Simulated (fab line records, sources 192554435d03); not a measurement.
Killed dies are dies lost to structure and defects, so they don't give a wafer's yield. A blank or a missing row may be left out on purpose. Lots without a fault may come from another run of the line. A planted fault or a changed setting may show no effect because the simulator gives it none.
fab line records | flow n5_finfet
record lots=6 wafers=17 last_day=17
route steps=1938 shown BEOL_M4@1051 PASSIVATION@1936
lots that met no fault: from a run of the same line without faults
start_h: hours from the record's first day to the start of the lot's first wafer shown | wait_h: hours since the lot's step before | " the same as in the row above | L1.1+2: a row that stands for several wafers | - no value, or no start given | * or withheld: withheld | < > ~ a bound
route shown NAME@n: a module of which the file shows steps, and the number in the route of the first | usual: mean/standard deviation of fault-free wafers | same: alike in all rows | chamber/n: place in a boat | sites: the reading at each site | _std_site: their standard deviation | _edge_site: outer sites' mean less inner sites' | radius_mm: how far each site lies from the wafer's centre | mask NAME#n: copy n | behind: the tool/chamber that last shaped the wafer | hold: why the lot was held/for how many hours/how that ended | device: the transistor (n, p or np) that didn't switch | end of line: the same wafers' tests at the end of the route | a step without rows: its recipe alone | killed: dies lost to structure and defects at the first sort, not the wafer's yield | map: a wafer's dies, x killed, . not, _ none there
set.NAME: the setting as run; set.NAME@STEP: as run at that earlier step | model.NAME: the simulator's own value behind a step, which no gauge read
lots at some steps of the route; a table a step, a row a wafer
services: from which hour (start_h, from the record's first day; less than 0 if before it) a tool's chamber was out of use, for how many hours, and why
## steps
# step N5_BEOL_M4_EBR_24
# recipe solvent=PGMEA ebr_width_mm=1.5
# step N5_BEOL_M4_SOFTBAKE_23
# recipe temp_c=110 time_s=60 resist=CAR-EUV
# step N5_BEOL_M4_EXPOSE_25
# recipe mask_id=V3 na=0.33 source_shape=quasar sigma_inner=0.2 sigma_outer=0.8 polarization=unpolarized defocus_nm=5 dose_mj=63
# step N5_BEOL_M4_PEB_26
# recipe peb_temp_c=100 peb_time_s=60 resist=CAR-EUV
# step N5_BEOL_M4_DEVELOP_27
# recipe develop_time_s=30 developer=TMAH resist=CAR-EUV rinse_liquid=surfactant_rinse dry=air_spin dev_temp_c=23
# step N5_BEOL_M4_CD_MEAS_28
# recipe target_cd_nm=26.2 landing_energy_ev=500 detector=se_inlens target_cd_y_nm=24.1 polarity=opening
# usual cd_nm=26.20/0.25
# columns lot.wafer tool chamber start_h wait_h cd_nm
L397.1 cd_sem-03 0 170.42 - 26.25
L397.3 " 0 " " 26.93
L397.4 " 0 " " 26.23
L409.2 cd_sem-01 0 251.25 - 25.96
L409.3 " 0 " " 26.59
L409.5 " 0 " " 26.24
L412.1 cd_sem-02 0 254.67 - 26.29
L412.3 " 0 " " 25.99
L412.5 " 0 " " 26.00
L415.1 cd_sem-01 0 273.66 - 25.93
L415.5 " 0 " " 26.01
L416.1 cd_sem-02 0 289.09 - 26.28
L416.5 " 0 " " 26.36
L416.6 " 0 " " 25.81
L417.1 cd_sem-01 0 290.19 - 26.33
L417.4 " 0 " " 26.27
L417.5 " 0 " " 25.85
# step N5_BEOL_M4_OVL_MEAS_29
# recipe points_per_wafer=522
# usual V3_OVL=-0.4/0.69
# columns lot.wafer tool chamber start_h wait_h V3_OVL[nm]
L397.1 overlay-01 0 170.45 0.0 -0.8
L397.3 " 0 " " -0.5
L397.4 " 0 " " 0.3
L409.2 overlay-02 0 251.28 0.0 -1.4
L409.3 " 0 " " 0.1
L409.5 " 0 " " 0.4
L412.1 overlay-02 0 254.70 0.0 -0.9
L412.3 " 0 " " 0.1
L412.5 " 0 " " 0.4
L415.1 overlay-01 0 273.69 0.0 -0.6
L415.5 " 0 " " -1.1
L416.1 overlay-01 0 289.12 0.0 0.0
L416.5 " 0 " " -0.3
L416.6 " 0 " " -1.1
L417.1 overlay-01 0 290.22 0.0 -0.6
L417.4 " 0 " " 0.5
L417.5 " 0 " " -0.8
# step N5_BEOL_M4_INSPECT_30
# recipe mode=adi inspect_instrument=brightfield
# usual raw_defect_count=418/89
# columns lot.wafer tool chamber start_h wait_h raw_defect_count
L397.1 defect_inspect-02 - 170.51 0.1 523
L397.3 " - " " 270
L397.4 " - " " 465
L409.2 defect_inspect-02 - 251.33 0.0 438
L409.3 " - " " 608
L409.5 " - " " 548
L412.1 defect_inspect-02 - 254.76 0.1 362
L412.3 " - " " 451
L412.5 " - " " 520
L415.1 defect_inspect-01 - 273.75 0.1 358
L415.5 " - " " 448
L416.1 defect_inspect-01 - 289.17 0.1 499
L416.5 " - " " 335
L416.6 " - " " 285
L417.1 defect_inspect-02 - 290.28 0.1 455
L417.4 " - " " 360
L417.5 " - " " 369
# step N5_BEOL_M4_DESCUM_33
# recipe chemistry=O2 time_s=7 source_power_w=50 bias_power_w=20 pressure_mtorr=20 rf_frequency_hz=2.712e+07 temp_c=40 resist=CAR-EUV o2_flow_sccm=225
# usual drypump_motor_current_A=5.7/0.36 oes_product_au=0.77/0.1 rf_vpp_V=243.0/1.4 showerhead_plenum_p_Torr=2.08/0.072 throttle_valve_pct=20.61/0.23
# columns lot.wafer tool chamber start_h wait_h drypump_motor_current_A oes_product_au rf_hours_counter_h rf_vpp_V showerhead_plenum_p_Torr throttle_valve_pct
L397.1 rie_diel-06 2 170.55 0.0 5.3 0.71 208 241.4 1.99 20.64
L397.3 " 3 " " 5.9 0.69 246 243.7 2.05 21.03
L397.4 " 0 " " 5.9 0.65 - 243.6 2.12 20.51
L409.2 rie_diel-02 1 251.37 0.0 5.5 0.70 226 244.9 2.18 20.86
L409.3 " 3 " " 5.7 0.81 82 245.4 2.22 20.59
L409.5 " 3 " " 5.7 0.80 - 244.7 2.22 20.58
L412.1 rie_diel-06 3 254.79 0.0 5.9 0.95 10 241.3 2.04 20.61
L412.3 " 0 " " 5.9 0.96 14 243.7 2.11 20.13
L412.5 " 0 " " 5.9 0.95 - 243.6 2.11 20.13
L415.1 rie_diel-06 3 274.41 0.7 5.9 0.92 16 242.1 2.04 20.62
L415.5 " 1 " " 6.1 0.95 - 242.6 2.14 20.31
L416.1 rie_diel-02 0 289.21 0.0 5.3 0.83 86 245.1 2.09 20.54
L416.5 " 1 " " 5.5 0.69 - 243.2 2.17 20.88
L416.6 " 2 " " 5.0 0.69 - 242.3 2.07 20.57
L417.1 rie_diel-04 0 290.32 0.0 6.2 0.75 146 242.1 2.01 20.55
L417.4 " 2 " " 6.4 0.70 224 242.3 1.98 20.40
L417.5 " 3 " " 5.7 0.70 - 243.8 2.06 20.78
# step N5_BEOL_M4_ETCH_77
# recipe chemistry=N2/H2 target=underlayer target_depth_a=65 mask_material=CAR-EUV time_s=5.2 ion_energy_ev=200 pressure_mtorr=30 source_w=840 bias_w=150 n2_flow_sccm=200 h2_flow_sccm=200 ends=cleared
# usual drypump_motor_current_A=5.7/0.35 etch_rf_on_time_s=5.16/0.15 oes_product_au=0.66/0.086 rf_vpp_V=523.6/2.7 showerhead_plenum_p_Torr=2.53/0.082 throttle_valve_pct=18.02/0.23
# columns lot.wafer tool chamber start_h wait_h drypump_motor_current_A etch_rf_on_time_s oes_product_au rf_hours_counter_h rf_vpp_V showerhead_plenum_p_Torr throttle_valve_pct
L397.1 rie_diel-06 2 170.58 0.0 5.3 5.11 0.62 208 519.0 2.41 18.10
L397.3 " 3 " " 5.9 5.25 0.59 246 525.8 2.50 18.43
L397.4 " 0 " " 5.9 4.95 0.58 - 524.2 2.58 17.99
L409.2 rie_diel-02 1 251.40 0.0 5.5 5.15 0.60 226 525.6 2.62 18.17
L409.3 " 3 " " 5.7 5.10 0.70 82 527.3 2.67 17.84
L409.5 " 3 " " 5.7 5.12 0.70 - 527.9 2.67 17.82
L412.1 rie_diel-06 3 254.83 0.0 5.9 5.23 0.80 10 522.0 2.49 17.99
L412.3 " 0 " " 6.0 4.87 0.84 14 522.7 2.57 17.56
L412.5 " 0 " " 6.0 4.88 0.84 - 524.7 2.57 17.55
L415.1 rie_diel-06 3 274.44 0.0 5.9 5.23 0.76 16 523.9 2.49 18.00
L415.5 " 1 " " 6.1 5.05 0.82 - 522.3 2.59 17.68
L416.1 rie_diel-02 0 289.24 0.0 5.4 5.20 0.70 86 524.2 2.57 18.12
L416.5 " 1 " " 5.5 5.17 0.59 - 526.5 2.62 18.19
L416.6 " 2 " " 5.0 5.27 0.59 - 524.3 2.50 17.97
L417.1 rie_diel-04 0 290.36 0.0 6.1 5.26 0.63 146 519.2 2.43 17.77
L417.4 " 2 " " 6.4 5.29 0.59 224 522.5 2.42 17.93
L417.5 " 3 " " 5.6 5.24 0.59 - 520.9 2.50 18.23
# step N5_BEOL_M4_ETCH_69
# recipe chemistry=CF4 target=SiARC target_depth_a=156 mask_material=CAR-EUV time_s=26 ion_energy_ev=80 pressure_mtorr=40 source_w=545 bias_w=36 Ar_flow_sccm=100 cf4_flow_sccm=100 ends=cleared
# usual drypump_motor_current_A=5.7/0.36 etch_rf_on_time_s=25.8/0.66 oes_product_au=0.66/0.085 rf_vpp_V=183.9/1.2 showerhead_plenum_p_Torr=2.13/0.065 throttle_valve_pct=15.80/0.25
# columns lot.wafer tool chamber start_h wait_h drypump_motor_current_A etch_rf_on_time_s oes_product_au rf_hours_counter_h rf_vpp_V showerhead_plenum_p_Torr throttle_valve_pct
L397.1 rie_diel-06 2 170.60 0.0 5.3 25.9 0.62 208 183.4 2.04 15.85
L397.3 " 3 " " 5.9 26.9 0.58 246 182.9 2.11 16.25
L397.4 " 0 " " 5.9 25.7 0.57 - 184.4 2.17 15.79
L409.2 rie_diel-02 1 251.42 0.0 5.6 25.5 0.60 226 185.1 2.21 16.00
L409.3 " 3 " " 5.7 25.2 0.71 82 185.7 2.24 15.48
L409.5 " 3 " " 5.7 25.2 0.71 - 186.9 2.23 15.49
L412.1 rie_diel-06 3 254.84 0.0 6.0 26.3 0.80 10 183.6 2.10 15.75
L412.3 " 0 " " 5.9 24.5 0.84 14 184.9 2.16 15.29
L412.5 " 0 " " 5.9 24.4 0.84 - 183.6 2.16 15.28
L415.1 rie_diel-06 3 274.46 0.0 6.0 26.1 0.78 16 183.5 2.09 15.76
L415.5 " 1 " " 6.1 25.1 0.81 - 183.9 2.20 15.54
L416.1 rie_diel-02 0 289.26 0.0 5.3 26.0 0.69 86 185.0 2.17 15.88
L416.5 " 1 " " 5.5 25.6 0.59 - 184.0 2.20 16.03
L416.6 " 2 " " 5.0 26.4 0.59 - 183.3 2.13 15.86
L417.1 rie_diel-04 0 290.38 0.0 6.2 26.2 0.64 146 183.9 2.07 15.70
L417.4 " 2 " " 6.4 26.7 0.60 224 183.7 2.03 15.69
L417.5 " 3 " " 5.7 26.3 0.59 - 182.7 2.13 16.07
# step N5_BEOL_M4_ALD_98
# recipe material=SiO2 target_thk_a=25 temp_c=100 ald_precursor_family=BDEAS ald_co_reactant=O2-plasma pulse_time_s=1 co_reactant_pulse_time_s=1 purge_time_s=2 co_reactant_purge_time_s=2 ald_cycles=17 pressure_torr=2
# usual heater_power_w=79/7.9 precursor_pulse_height_rel=1.000/0.019
# columns lot.wafer tool chamber start_h wait_h heater_power_w precursor_pulse_height_rel
L397.1 ald_sin-02 2 170.68 0.1 79 1.001
L397.3 " 0 " " 73 0.973
L397.4 " 3 " " 85 1.009
L409.2 ald_sin-02 2 252.22 0.8 79 0.972
L409.3 " 1 " " 79 0.969
L409.5 " 0 " " 75 1.055
L412.1 ald_sin-03 2 255.38 0.5 85 0.980
L412.3 " 1 " " 83 1.004
L412.5 " 0 " " 97 1.006
L415.1 ald_sin-02 0 275.73 1.2 76 0.982
L415.5 " 1 " " 77 1.000
L416.1 ald_sin-02 0 289.46 0.2 74 1.011
L416.5 " 3 " " 86 1.006
L416.6 " 2 " " 78 1.022
L417.1 ald_sin-02 3 290.46 0.1 87 1.011
L417.4 " 0 " " 76 0.978
L417.5 " 0 " " 76 0.991
# step N5_BEOL_M4_ETCHBACK_99
# recipe chemistry=CHF3 target=SiO2 target_depth_a=50 time_s=10.4 source_w=215 bias_w=47 Ar_flow_sccm=200 CHF3_flow_sccm=12 ion_energy_ev=100 pressure_mtorr=30
# usual CHF3_flow_sccm=12.00/0.039 bias_w=46.97/0.14 drypump_motor_current_A=5.7/0.38 oes_ar_750_au=0.77/0.088 oes_product_au=0.77/0.093 rf_vpp_V=239/3.4 showerhead_plenum_p_Torr=2.14/0.062 throttle_valve_pct=17.29/0.25
# columns lot.wafer tool chamber start_h wait_h CHF3_flow_sccm bias_w drypump_motor_current_A oes_ar_750_au oes_product_au rf_hours_counter_h rf_vpp_V showerhead_plenum_p_Torr throttle_valve_pct model.CAR-EUV_of_BEOL_M4_COAT_22.thk_nm
L397.1 rie_diel-04 1 175.54 4.8 12.02 46.99 5.4 0.89 0.89 54 241 2.17 16.99 10.2
L397.3 " 3 " " 12.04 47.17 5.6 0.72 0.72 197 243 2.15 17.42 10.4
L397.4 " 0 " " 12.00 46.80 6.2 0.77 0.79 106 241 2.09 17.11 10.2
L409.2 rie_diel-06 0 252.35 0.1 - - - - - - - - - 11
L409.3 " 2 " " - - - - - - - - - 11
L409.5 " 3 " " - - - - - - - - - 11
L412.1 rie_diel-04 3 257.30 1.9 - - - - - - - - - 11
L412.3 " 1 " " - - - - - - - - - 11.2
L412.5 " 3 " " - - - - - - - - - 11.2
L415.1 rie_diel-04 3 276.12 0.3 11.96 47.08 5.6 0.69 0.69 236 244 2.14 17.47 10.6
L415.5 " 1 " " 12.02 47.27 5.4 0.84 0.84 - 243 2.16 17.09 10.4
L416.1 rie_diel-04 3 290.81 1.3 12.00 46.93 5.7 0.69 0.69 241 244 2.13 17.50 10.6
L416.5 " 1 " " 12.01 46.98 5.4 0.83 0.83 - 243 2.16 17.10 10.2
L416.6 " 0 " " 11.97 47.04 6.1 0.74 0.74 - 242 2.08 17.16 10.4
L417.1 rie_diel-04 0 293.19 2.7 11.98 46.89 6.1 0.74 0.75 147 240 2.08 17.18 10.6
L417.4 " 3 " " 11.98 46.95 5.7 0.69 0.69 241 244 2.13 17.49 10.6
L417.5 " 0 " " 11.97 46.97 6.1 0.73 0.75 - 242 2.08 17.18 10.4
# step N5_BEOL_M4_ETCH_70
# recipe chemistry=N2/H2 target=SOC target_depth_a=800 overetch_a=240 mask_material=SiARC temp_c=40 time_s=130 ion_energy_ev=200 pressure_mtorr=30 source_w=840 bias_w=150 n2_flow_sccm=200 h2_flow_sccm=200
# usual drypump_motor_current_A=5.7/0.38 oes_product_au=0.56/0.063 rf_vpp_V=523.3/2.4 showerhead_plenum_p_Torr=2.51/0.08 throttle_valve_pct=17.95/0.22
# columns lot.wafer tool chamber start_h wait_h drypump_motor_current_A oes_product_au rf_hours_counter_h rf_vpp_V showerhead_plenum_p_Torr throttle_valve_pct
L397.1 rie_diel-04 1 175.58 0.0 5.4 0.64 54 524.8 2.58 17.85
L397.3 " 3 " " 5.6 0.53 197 524.2 2.52 18.08
L397.4 " 0 " " 6.1 0.57 106 520.0 2.44 17.66
L409.2 rie_diel-06 0 252.39 0.0 6.0 0.70 13 523.6 2.57 17.50
L409.3 " 2 " " 5.3 0.52 242 521.0 2.40 18.11
L409.5 " 3 " " 6.0 0.70 - 523.5 2.49 17.93
L412.1 rie_diel-04 3 257.34 0.0 5.7 0.51 228 523.9 2.50 18.12
L412.3 " 1 " " 5.4 0.61 84 526.2 2.57 17.89
L412.5 " 3 " " 5.7 0.52 - 523.2 2.50 18.13
L415.1 rie_diel-04 3 276.15 0.0 5.7 0.51 236 522.7 2.50 18.16
L415.5 " 1 " " 5.4 0.61 - 523.6 2.56 17.90
L416.1 rie_diel-04 3 290.85 0.0 5.7 0.51 241 523.1 2.50 18.15
L416.5 " 1 " " 5.4 0.60 - 526.0 2.56 17.93
L416.6 " 0 " " 6.2 0.55 - 520.7 2.43 17.72
L417.1 rie_diel-04 0 293.23 0.0 6.1 0.55 147 521.0 2.43 17.72
L417.4 " 3 " " 5.7 0.52 241 522.9 2.50 18.17
L417.5 " 0 " " 6.1 0.55 - 521.2 2.43 17.73
# step N5_BEOL_M4_RC_MEAS_101
# usual DIBL_N=36.3/1.6 DIBL_P=36.2/2.1 IOFF_N=0.16/0.031 IOFF_P=0.21/0.034 ION_N=673/11 ION_P=461/7.4 SS_N=71.6/0.55 SS_P=73.3/0.66 VT_N=251/3.2 VT_P=-251/3.5
# columns lot.wafer tool chamber start_h wait_h DIBL_N[mV/V] DIBL_P[mV/V] IOFF_N[nA/um] IOFF_P[nA/um] ION_N[uA/um] ION_P[uA/um] SS_N[mV/dec] SS_P[mV/dec] VT_N[mV] VT_P[mV]
L397.1 prober-01 0 179.89 0.0 35.8 34.9 0.15 0.18 668 454 72.2 72.9 254 -252
L397.3 " 0 " " 35.2 35.2 0.14 0.18 666 459 71.4 73.5 252 -253
L397.4 " 0 " " 35.5 36.0 0.16 0.20 672 459 71.9 73.0 249 -251
L415.1 prober-01 0 280.98 0.0 37.6 36.2 0.15 0.19 664 454 72.1 73.3 252 -252
L415.5 " 0 " " 36.0 35.4 0.13 0.19 661 454 72.1 73.5 254 -254
L416.1 prober-01 0 295.50 0.0 34.2 32.4 0.10 0.14 655 453 71.4 71.8 259 -256
L416.5 " 0 " " 38.0 36.4 0.15 0.20 663 455 72.2 73.5 251 -252
L416.6 " 0 " " 34.3 32.8 0.11 0.14 668 458 71.3 72.1 257 -257
L417.1 prober-01 0 297.85 0.0 35.5 35.7 0.15 0.17 680 464 71.4 72.9 250 -256
L417.4 " 0 " " 37.2 38.6 0.20 0.23 682 467 71.6 74.1 247 -250
L417.5 " 0 " " 38.1 39.8 0.20 0.25 686 470 72.0 74.1 247 -250
# step N5_PASSIVATION_PROBE_49
# usual defect_limited_yield=91.5/1.5 killed_at_M0_to_M3=32/9.4 killed_at_M4_up=12/5.1 killed_at_contacts=11/7.4 killed_at_front_end=41/11 killed_at_other=3.4/2.5 killed_dies=100/17 killed_on_rim=13/4.4 killed_open=65/14 killed_short=33/7 sort_bin_5_function=4.9/0.96 sort_bin_6_memory=3.1/0.7 sort_n_pass=1080/17 sort_yield_pct=91.5/1.5
# same gross_dies=1180 killed_at_back_side=0 sort_bin_4_leakage[%]=0 sort_bin_8_speed[%]=0
# columns lot.wafer tool chamber start_h wait_h defect_limited_yield[%] killed_at_M0_to_M3 killed_at_M4_up killed_at_contacts killed_at_front_end killed_at_other killed_dies killed_on_rim killed_open killed_short sort_bin_5_function[%] sort_bin_6_memory[%] sort_n_pass sort_yield_pct[%]
L409.2 prober-02 - 349.87 0.1 0 28 1090 11 47 4 1180 152 53 39 97.5 2.5 0 0
L409.3 prober-02 - 349.92 0.1 0 43 1085 8 43 1 1180 152 58 43 96.4 3.5 0 0
L409.5 prober-02 - 350.02 0.2 0 36 1093 19 30 2 1180 152 67 28 96.9 3.1 0 0
L412.1 prober-01 - 351.80 0.0 0 33 1098 7 39 3 1180 152 53 43 96.7 2.9 0 0
L412.3 prober-01 - 351.90 0.1 0 25 1114 13 28 0 1180 152 46 23 97.3 2.5 0 0
L412.5 prober-01 - 352.00 0.2 0 25 1096 12 47 0 1180 152 61 34 96.4 3.6 0 0
L417.1 prober-02 - 401.05 0.0 92.0 33 12 6 35 8 94 13 61 33 4.4 3.2 1086 92.0
L417.4 prober-02 - 401.20 0.2 95.2 14 13 3 26 1 57 5 32 25 2.8 1.9 1123 95.2
L417.5 prober-02 - 401.25 0.2 91.3 25 18 11 43 6 103 20 75 28 4.7 4.0 1077 91.3
# killed by level:class
L409.2 BEOL_M4:area_etchback=1087 FIN_SAQP:geometric_particle:open=10 FIN_SAQP:geometric_particle:short=9 MOL_CONTACT_COAG:geometric_particle:open=9 DUMMY_GATE:geometric_particle:open=7 BEOL_M2:geometric_particle:open=5 BEOL_M2:geometric_particle:short=5 BEOL_M0_SAQP:geometric_particle:short=4
L409.3 BEOL_M4:area_etchback=1078 FIN_SAQP:geometric_particle:short=11 DUMMY_GATE:geometric_particle:open=10 FIN_SAQP:geometric_particle:open=9 BEOL_M1:geometric_particle:open=8 MOL_CONTACT_COAG:geometric_particle:open=6 BEOL_M2:geometric_particle:open=6 STARTING-WAFER:geometric_particle:short=6
L409.5 BEOL_M4:area_etchback=1084 MOL_CONTACT_COAG:geometric_particle:open=18 BEOL_M1:geometric_particle:open=13 DUMMY_GATE:geometric_particle:open=8 FIN_SAQP:geometric_particle:open=6 BEOL_M1:geometric_particle:short=6 BEOL_M2:geometric_particle:open=4 BEOL_M3:geometric_particle:open=4
L412.1 BEOL_M4:area_etchback=1084 FIN_SAQP:geometric_particle:short=9 GATE_CUT:geometric_particle:short=8 STI_FIN_REVEAL:geometric_particle:open=7 BEOL_M0_SAQP:geometric_particle:short=7 MOL_CONTACT_COAG:geometric_particle:open=6 BEOL_M2:geometric_particle:open=6 BEOL_M5:geometric_particle:open=5
L412.3 BEOL_M4:area_etchback=1111 MOL_CONTACT_COAG:geometric_particle:open=10 FIN_SAQP:geometric_particle:open=7 STI_FIN_REVEAL:geometric_particle:open=7 BEOL_M3:geometric_particle:open=7 BEOL_M0_SAQP:geometric_particle:short=5 DUMMY_GATE:geometric_particle:open=4 BEOL_M2:geometric_particle:open=4
L412.5 BEOL_M4:area_etchback=1085 MOL_CONTACT_COAG:geometric_particle:open=11 STI_FIN_REVEAL:geometric_particle:open=8 FIN_SAQP:geometric_particle:short=7 GATE_CUT:geometric_particle:short=7 BEOL_M2:geometric_particle:open=6 BEOL_M0_SAQP:geometric_particle:short=5 BEOL_M0_SAQP:geometric_particle:open=5
L417.1 DUMMY_GATE:geometric_particle:open=9 BEOL_M1:geometric_particle:open=8 BEOL_M0_SAQP:geometric_particle:short=7 BEOL_M1:geometric_particle:short=7 FIN_SAQP:geometric_particle:open=5 FIN_SAQP:geometric_particle:short=5 STARTING-WAFER:geometric_particle:open=5 MOL_CONTACT_COAG:geometric_particle:open=4
L417.4 FIN_SAQP:geometric_particle:short=7 FIN_SAQP:geometric_particle:open=5 BEOL_M1:geometric_particle:open=5 BEOL_M5:geometric_particle:open=5 ILD0:geometric_particle:short=3 BEOL_M0_SAQP:geometric_particle:short=3 BEOL_M1:geometric_particle:short=3 BEOL_M4:geometric_particle:open=3
L417.5 DUMMY_GATE:geometric_particle:open=10 BEOL_M4:geometric_particle:open=9 MOL_CONTACT_COAG:geometric_particle:open=8 STARTING-WAFER:geometric_particle:open=7 FIN_SAQP:geometric_particle:open=6 BEOL_M0_SAQP:geometric_particle:open=6 BEOL_M1:geometric_particle:open=6 PAD_METAL:geometric_particle:open=6
# map L409.2 (x killed, . not)
_________________xxxxxxxxxxxx________________
______________xxxxxxxxxxxxxxxxxx_____________
___________xxxxxxxxxxxxxxxxxxxxxxxx__________
__________xxxxxxxxxxxxxxxxxxxxxxxxxx_________
________xxxxxxxxxxxxxxxxxxxxxxxxxxxxxx_______
_______xxxxxxxxxxxxxxxxxxxxxxxxxxxxxxxx______
______xxxxxxxxxxxxxxxxxxxxxxxxxxxxxxxxxx_____
_____xxxxxxxxxxxxxxxxxxxxxxxxxxxxxxxxxxxx____
____xxxxxxxxxxxxxxxxxxxxxxxxxxxxxxxxxxxxxx___
___xxxxxxxxxxxxxxxxxxxxxxxxxxxxxxxxxxxxxxxx__
___xxxxxxxxxxxxxxxxxxxxxxxxxxxxxxxxxxxxxxxx__
__xxxxxxxxxxxxxxxxxxxxxxxxxxxxxxxxxxxxxxxxxx_
__xxxxxxxxxxxxxxxxxxxxxxxxxxxxxxxxxxxxxxxxxx_
_xxxxxxxxxxxxxxxxxxxxxxxxxxxxxxxxxxxxxxxxxxxx
_xxxxxxxxxxxxxxxxxxxxxxxxxxxxxxxxxxxxxxxxxxxx
_xxxxxxxxxxxxxxxxxxxxxxxxxxxxxxxxxxxxxxxxxxxx
_xxxxxxxxxxxxxxxxxxxxxxxxxxxxxxxxxxxxxxxxxxxx
_xxxxxxxxxxxxxxxxxxxxxxxxxxxxxxxxxxxxxxxxxxxx
_xxxxxxxxxxxxxxxxxxxxxxxxxxxxxxxxxxxxxxxxxxxx
_xxxxxxxxxxxxxxxxxxxxxxxxxxxxxxxxxxxxxxxxxxxx
_xxxxxxxxxxxxxxxxxxxxxxxxxxxxxxxxxxxxxxxxxxxx
__xxxxxxxxxxxxxxxxxxxxxxxxxxxxxxxxxxxxxxxxxx_
__xxxxxxxxxxxxxxxxxxxxxxxxxxxxxxxxxxxxxxxxxx_
___xxxxxxxxxxxxxxxxxxxxxxxxxxxxxxxxxxxxxxxx__
___xxxxxxxxxxxxxxxxxxxxxxxxxxxxxxxxxxxxxxxx__
____xxxxxxxxxxxxxxxxxxxxxxxxxxxxxxxxxxxxxx___
_____xxxxxxxxxxxxxxxxxxxxxxxxxxxxxxxxxxxx____
______xxxxxxxxxxxxxxxxxxxxxxxxxxxxxxxxxx_____
_______xxxxxxxxxxxxxxxxxxxxxxxxxxxxxxxx______
________xxxxxxxxxxxxxxxxxxxxxxxxxxxxxx_______
__________xxxxxxxxxxxxxxxxxxxxxxxxxx_________
___________xxxxxxxxxxxxxxxxxxxxxxxx__________
______________xxxxxxxxxxxxxxxxxx_____________
_________________xxxxxxxxxxxx________________
# map L412.1 (x killed, . not)
_________________xxxxxxxxxxxx________________
______________xxxxxxxxxxxxxxxxxx_____________
___________xxxxxxxxxxxxxxxxxxxxxxxx__________
__________xxxxxxxxxxxxxxxxxxxxxxxxxx_________
________xxxxxxxxxxxxxxxxxxxxxxxxxxxxxx_______
_______xxxxxxxxxxxxxxxxxxxxxxxxxxxxxxxx______
______xxxxxxxxxxxxxxxxxxxxxxxxxxxxxxxxxx_____
_____xxxxxxxxxxxxxxxxxxxxxxxxxxxxxxxxxxxx____
____xxxxxxxxxxxxxxxxxxxxxxxxxxxxxxxxxxxxxx___
___xxxxxxxxxxxxxxxxxxxxxxxxxxxxxxxxxxxxxxxx__
___xxxxxxxxxxxxxxxxxxxxxxxxxxxxxxxxxxxxxxxx__
__xxxxxxxxxxxxxxxxxxxxxxxxxxxxxxxxxxxxxxxxxx_
__xxxxxxxxxxxxxxxxxxxxxxxxxxxxxxxxxxxxxxxxxx_
_xxxxxxxxxxxxxxxxxxxxxxxxxxxxxxxxxxxxxxxxxxxx
_xxxxxxxxxxxxxxxxxxxxxxxxxxxxxxxxxxxxxxxxxxxx
_xxxxxxxxxxxxxxxxxxxxxxxxxxxxxxxxxxxxxxxxxxxx
_xxxxxxxxxxxxxxxxxxxxxxxxxxxxxxxxxxxxxxxxxxxx
_xxxxxxxxxxxxxxxxxxxxxxxxxxxxxxxxxxxxxxxxxxxx
_xxxxxxxxxxxxxxxxxxxxxxxxxxxxxxxxxxxxxxxxxxxx
_xxxxxxxxxxxxxxxxxxxxxxxxxxxxxxxxxxxxxxxxxxxx
_xxxxxxxxxxxxxxxxxxxxxxxxxxxxxxxxxxxxxxxxxxxx
__xxxxxxxxxxxxxxxxxxxxxxxxxxxxxxxxxxxxxxxxxx_
__xxxxxxxxxxxxxxxxxxxxxxxxxxxxxxxxxxxxxxxxxx_
___xxxxxxxxxxxxxxxxxxxxxxxxxxxxxxxxxxxxxxxx__
___xxxxxxxxxxxxxxxxxxxxxxxxxxxxxxxxxxxxxxxx__
____xxxxxxxxxxxxxxxxxxxxxxxxxxxxxxxxxxxxxx___
_____xxxxxxxxxxxxxxxxxxxxxxxxxxxxxxxxxxxx____
______xxxxxxxxxxxxxxxxxxxxxxxxxxxxxxxxxx_____
_______xxxxxxxxxxxxxxxxxxxxxxxxxxxxxxxx______
________xxxxxxxxxxxxxxxxxxxxxxxxxxxxxx_______
__________xxxxxxxxxxxxxxxxxxxxxxxxxx_________
___________xxxxxxxxxxxxxxxxxxxxxxxx__________
______________xxxxxxxxxxxxxxxxxx_____________
_________________xxxxxxxxxxxx________________
## services
# columns tool chamber start_h hours kind
ald_sin-03 0 150.53 8.9 repair
rie_diel-02 1 162.23 15.8 repair
rie_diel-02 - 192.75 0.2 repair
rie_diel-06 0 198.38 - clean
rie_diel-06 0 198.38 - consumable_replace:focus_ring
rie_diel-06 0 198.38 20.0 scheduled_down
rie_diel-06 0 198.38 20.0 vent_cycle
ald_sin-02 - 207.28 6.1 pm
rie_diel-04 0 208.52 8.1 repair
rie_diel-06 3 218.47 - clean
rie_diel-06 3 218.47 - consumable_replace:focus_ring
rie_diel-06 3 218.47 14.5 scheduled_down
rie_diel-06 3 218.47 14.5 vent_cycle
rie_diel-06 - 224.00 4.3 pm
rie_diel-06 1 232.93 - clean
ald_sin-02 3 256.96 3.4 repair
ald_sin-03 3 257.28 54.2 repair
ald_sin-03 0 265.29 12.3 repair
rie_diel-02 2 266.21 11.0 repair
ald_sin-03 - 267.49 2.8 pm
ald_sin-02 3 270.52 5.6 repair
ald_sin-02 2 271.81 4.5 repair
rie_diel-04 - 279.19 1.3 repair
rie_diel-04 2 280.55 4.1 repair
## key
first_sign step=N5_BEOL_M4_ETCHBACK_99 reading=tool_record direction=missing
effect step=N5_PASSIVATION_PROBE_49 reading=killed_at_M4_up direction=up sigmas=99+ usual=12 struck=1096
model_effect step=N5_BEOL_M4_ETCHBACK_99 value=CAR-EUV_of_BEOL_M4_COAT_22.thk_nm without=10.3 struck=11.07
more_kills_born_at N5_BEOL_M4_ETCHBACK_99@rie_diel-04=3280 N5_BEOL_M4_ETCHBACK_99@rie_diel-06=3249
met_at N5_BEOL_M4_ETCHBACK_99
struck_wafers L409.2,L409.3,L409.5,L412.1,L412.3,L412.5
later_rows_left_out L409.2,L409.3,L409.5,L412.1,L412.3,L412.5
onset_between 175.54 252.35
fault kind=skipped_step_whole tool=rie_diel-04,rie_diel-06 chamber=- onset_h=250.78 steps=N5_BEOL_M4_ETCHBACK_99 scope=struck_lots_only
# later_rows_left_out: the simulator's readings of these wafers behind a module that went badly wrong aren't trusted and aren't shown, but for the sort
